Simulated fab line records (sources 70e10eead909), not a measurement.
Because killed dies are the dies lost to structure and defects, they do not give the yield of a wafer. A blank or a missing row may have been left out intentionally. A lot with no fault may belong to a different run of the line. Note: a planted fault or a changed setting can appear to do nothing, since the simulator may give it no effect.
8D (eight disciplines) problem report, filled in by code / flow nand_harc / the parts of the form that need people (team, actions taken, sign-off) are left out

1. WHAT WENT WRONG
cd_nm at NHARC_P_STI_CD_MEAS_09 reads a mean of 71.6 nm on 6 wafers of 2 lots; wafers without a fault read 199.7 nm with a standard deviation of 2. Measured from the usual mean, that is -64 standard deviations.
The step: target cd 200 nm.
Earliest sighting: wafer L193.2 on cd_sem-01 at day 9 20:23. At this step, 42 wafers from 14 lots have a number in the record. The rule behind "out" and "out of limits": a value lying over 4 standard deviations away from the usual mean. The other wafers with a number count as sound.

2. WHAT IT IS, WHAT IT ISN'T
question=which readings at this step | is=cd_nm | is not=-
question=which lots | is=L193, L194 | is not=L176, L177, L178, L180, L182, L183, L184, L185, L186, L197, L198, L199
question=which wafers of those lots | is=all that have a number | is not=-
question=read on which gauges | is=cd_sem-01, cd_sem-02 | is not=cd_sem-03
question=when | is=from day 9 20:23 | is not=up to then (27 sound wafers); but 9 sound wafers of L197, L198, L199 came after

3. SUSPECTS, AND WHAT RULES EACH OUT
Counting: a tool at any process step up to the reading remains a suspect when it ran all the lots that are out and ran no sound lot after the first of those.
- the gauge at NHARC_P_STI_CD_MEAS_09 is ruled out. The wafers that are out were read on 2 gauges (cd_sem-01, cd_sem-02).
- litho_track-07 at NHARC_P_STI_PEB_07 (peb time 80 s): kept. It processed each lot that is out, first L193 at day 9 20:17, and no sound lot thereafter; up to then, the last sound lot it processed was L186 at day 7 00:46. Out on those wafers are its own readings of heater_power_total_W, plate_temp_C.
The count leaves litho_track-07 at NHARC_P_STI_PEB_07.

4. THE CAUSE (what the simulator had put in)
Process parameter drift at NHARC_P_STI_PEB_07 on litho_track-07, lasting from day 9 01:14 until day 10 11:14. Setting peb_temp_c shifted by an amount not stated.
After counting, this tool was the only one left.

5. THE CHAIN OF EFFECTS, in route order
Rows list readings where the struck wafers' mean (over those with a number) sits beyond 3 standard deviations from the usual. Readings are gone through only where the record gives a usual standard deviation; hours: the median, over the lots, of the time from a lot's start at the first step in this table giving one to that lot's start at this step; sigmas: the change measured in usual standard deviations.
hours=0; step=NHARC_P_STI_PEB_07; reading=heater_power_total_W; usual=189.9 W; on struck wafers=170.1; change=-19.8; sigmas=-28
hours=0; step=NHARC_P_STI_PEB_07; reading=plate_temp_C; usual=127.97 C; on struck wafers=117.73; change=-10.24; sigmas=-73
hours=0; step=NHARC_P_STI_CD_MEAS_09; reading=cd_nm; usual=199.7 nm; on struck wafers=71.6; change=-128.1; sigmas=-64
Process steps it contains:
- NHARC_P_STI_PEB_07: peb time 80 s.

6. WHAT WOULD HAVE CAUGHT IT SOONER
The first out-of-limits reading at a measuring or inspecting step in this record came at day 9 20:23, 19 hours after the fault's start at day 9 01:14.
At NHARC_P_STI_PEB_07, the tool's own readings (heater_power_total_W, plate_temp_C) were out on each struck wafer the step has a row for, so an alarm limit on them would have fired on the first such wafer.
Lots out: 2; of these, L194 started NHARC_P_STI_PEB_07 on litho_track-07 after day 9 20:23. Putting the tool on hold at that point would have spared it.
